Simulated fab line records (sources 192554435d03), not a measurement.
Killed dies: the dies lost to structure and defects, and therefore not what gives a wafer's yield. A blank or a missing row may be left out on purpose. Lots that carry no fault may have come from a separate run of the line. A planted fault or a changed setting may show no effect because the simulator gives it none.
One fault through the eyes of 2 desks -- flow n5 finfet -- numbers are kept per desk, each desk with only its own; the story behind them comes last

== DESK OF THE TOOL OWNER: ald sin-01 ==
The tool's own readings at N5_SPACER0_ALD_08 (deposits SiNx, target thk 2 nm): means of the sampled wafers that have a number, for each lot that ran on this tool. The brackets show how far a lot's mean lies from the usual mean; more than 4 standard deviations puts the lot out of limits, marked OUT.
Columns: A = heater power w at N5_SPACER0_ALD_08, usual 826 W
lot,first seen here,A
L476,day 2 23:46,977
L478,day 3 12:43,868
L485,day 5 07:13,844
L488,day 6 05:41,863
L489,day 6 07:45,830
L496,day 8 00:48,952
L499,day 8 17:50,789
This desk found nothing out of limits on any of the 7 lots.

== METROLOGY DESK ==
Means of the sampled wafers that have a number, per lot and without regard to the tool the lot ran on: this is what the gauges read. The brackets show how far a lot's mean lies from the usual mean; more than 4 standard deviations puts the lot out of limits, marked OUT. Readings shown: 7 of its 13, picked as those furthest out on some lot.
Columns: A = M4_THK at N5_BEOL_M4_THK_MEAS_53, usual 40.1 nm; B = DIBL_N at N5_BEOL_M4_RC_MEAS_101, usual 36.0 mV/V; C = IOFF_P at N5_BEOL_M4_RC_MEAS_101, usual 0.21 nA/um; D = ION_P at N5_BEOL_M4_RC_MEAS_101, usual 463 uA/um; E = REXT_N at N5_BEOL_M4_RC_MEAS_101, usual 75.7 ohm.um; F = REXT_P at N5_BEOL_M4_RC_MEAS_101, usual 100.4 ohm.um; G = VT_P at N5_BEOL_M4_RC_MEAS_101, usual -250 mV
lot,first seen here,A,B,C,D,E,F,G
L476,day 7 21:04,40.2,34.0,0.18,463,78.1,101.0,-251
L478,day 8 00:59,39.6,36.4,0.18,456,79.0,101.0,-255
L484,day 9 15:33,39.6,36.3,0.21,463,72.7,101.4,-249
L485,day 9 23:43,40.3,36.7,0.19,465,75.4,102.9,-253
L486,day 10 10:32,39.7,33.9,0.21,463,75.3,102.2,-248
L488,day 10 22:28,40.4,34.9,0.24,474,73.0,100.9,-246
L489,day 11 02:36,40.9,35.4,0.27,482,73.9,97.4,-242
L491,day 11 13:43,40.3,36.0,0.19,460,75.3,102.6,-253
L496,day 13 12:29,37.8,34.4,0.16,452,80.8,105.0,-255
L499,day 14 00:14,40.5,35.3,0.19,458,76.6,101.5,-253
This desk found nothing out of limits on any of the 10 lots.

== BROUGHT TOGETHER ==
Nothing out of limits was seen by the tool owner's desk.
The metrology desk saw nothing out of limits.

== WHAT THE SIMULATOR HAD INSERTED ==
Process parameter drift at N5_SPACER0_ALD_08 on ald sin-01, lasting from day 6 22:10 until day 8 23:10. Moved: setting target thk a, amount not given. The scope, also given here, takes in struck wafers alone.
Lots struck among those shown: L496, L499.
